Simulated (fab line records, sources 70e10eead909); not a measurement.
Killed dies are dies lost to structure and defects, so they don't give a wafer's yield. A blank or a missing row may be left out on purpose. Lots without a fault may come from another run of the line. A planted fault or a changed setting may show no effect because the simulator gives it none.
A struck lot beside a sound one | flow nand_harc | 14 steps out of a route of 1302
Sound: wafers L896.1, L896.2, L896.3. Struck: wafers L909.1, L909.3, L909.6. The cause comes at the end.
At each step with rows: each side's tool, then ch and its chambers, then its first start. Under that, the readings that differ: sound wafers | struck wafers | difference of the means | sigmas: that difference in standard deviations of wafers without a fault.
alike: readings whose means differ by less than 2 such deviations, and words and numbers that are the same on both sides. not compared: withheld readings, readings that some wafer has no value for, bounds like >300 that may hide the same value, and numbers for which the record gives no deviation and whose values overlap.
The two part at a step that has a row with sigmas, a row that says differs or no value, or rows on one side only. Numbers that don't overlap but have no deviation are shown without sigmas and don't part them. A reading that every wafer of one side lacks parts them only if that side has two wafers or more.

first, 7 steps without rows for these wafers: NHARC_A_BONDPAD_COAT_33 (time 65 s); NHARC_A_BONDPAD_COAT_03 (resist thk 600 nm); NHARC_A_BONDPAD_SOFTBAKE_04 (time 70 s); NHARC_A_BONDPAD_EBR_05; NHARC_A_BONDPAD_EXPOSE_06 (exposes mask A BPAD); NHARC_A_BONDPAD_PEB_07 (peb time 80 s); NHARC_A_BONDPAD_DEVELOP_08 (time 50 s).
NHARC_A_BONDPAD_CD_MEAS_09: target cd 500 nm.
  sound on cd_sem-03 ch 0, day 25 18:56; struck on cd_sem-03 ch 0, day 31 10:38
  alike: cd_nm
NHARC_A_BONDPAD_OVL_MEAS_35:
  sound on overlay-01, day 25 19:01; struck on overlay-01, day 31 10:43
  alike: overlay_x_nm, overlay_y_nm
then, 1 step without rows for these wafers: NHARC_A_BONDPAD_HARDBAKE_10 (time 65 s).
NHARC_A_BONDPAD_DESCUM_11: chemistry O2, time 3 s.
  sound on rie_diel-11 ch 1,2,3, day 25 19:08; struck on rie_diel-11 ch 1,2, day 31 10:52
  alike: drypump_motor_current_A, oes_product_au, rf_vpp_V, showerhead_plenum_p_Torr, throttle_valve_pct
  not compared: rf_hours_counter_h
NHARC_A_BONDPAD_ETCH_34: etches the open film in N2/H2, target depth 60 nm, overetch 18 nm, time 65.91 s.
  sound on rie_diel-11 ch 0,1,2, day 25 19:14; struck on rie_diel-11 ch 0,2, day 31 10:56
  alike: drypump_motor_current_A, h2_flow_sccm, n2_flow_sccm, oes_product_au, rf_fwd_power_W, rf_vpp_V, showerhead_plenum_p_Torr, throttle_valve_pct
  not compared: rf_hours_counter_h
NHARC_A_BONDPAD_ETCH_12: etches the open film in CHF3/O2, target depth 220 nm, time 110 s.
  sound on rie_diel-11 ch 0,2,3, day 25 19:20; struck on rie_diel-11 ch 1,2,3, day 31 11:02
  reading               | sound             | struck            | difference | sigmas
  oes_product_au (a.u.) | 0.949 0.969 0.952 | 0.707 0.706 0.718 | -0.246     | -11
  rf_fwd_power_W (W)    | 496.4 499.2 497.1 | 293.9 299.5 299.5 | -199.9     | -99 or more
  alike: chf3_flow_sccm, drypump_motor_current_A, rf_vpp_V, showerhead_plenum_p_Torr, throttle_valve_pct
  not compared: rf_hours_counter_h
NHARC_A_BONDPAD_CD_MEAS_13:
  sound on cd_sem-03, day 25 19:28; struck on cd_sem-03, day 31 11:10
  alike: cd_nm

WHERE THEY PART
Only at NHARC_A_BONDPAD_ETCH_12, within this record. Later steps at which nothing parts them and some readings are alike: NHARC_A_BONDPAD_CD_MEAS_13.

WHY: what the simulator had put in
Process parameter drift: rie_diel-11, from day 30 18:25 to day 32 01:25, at NHARC_A_BONDPAD_ETCH_12. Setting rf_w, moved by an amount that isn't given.
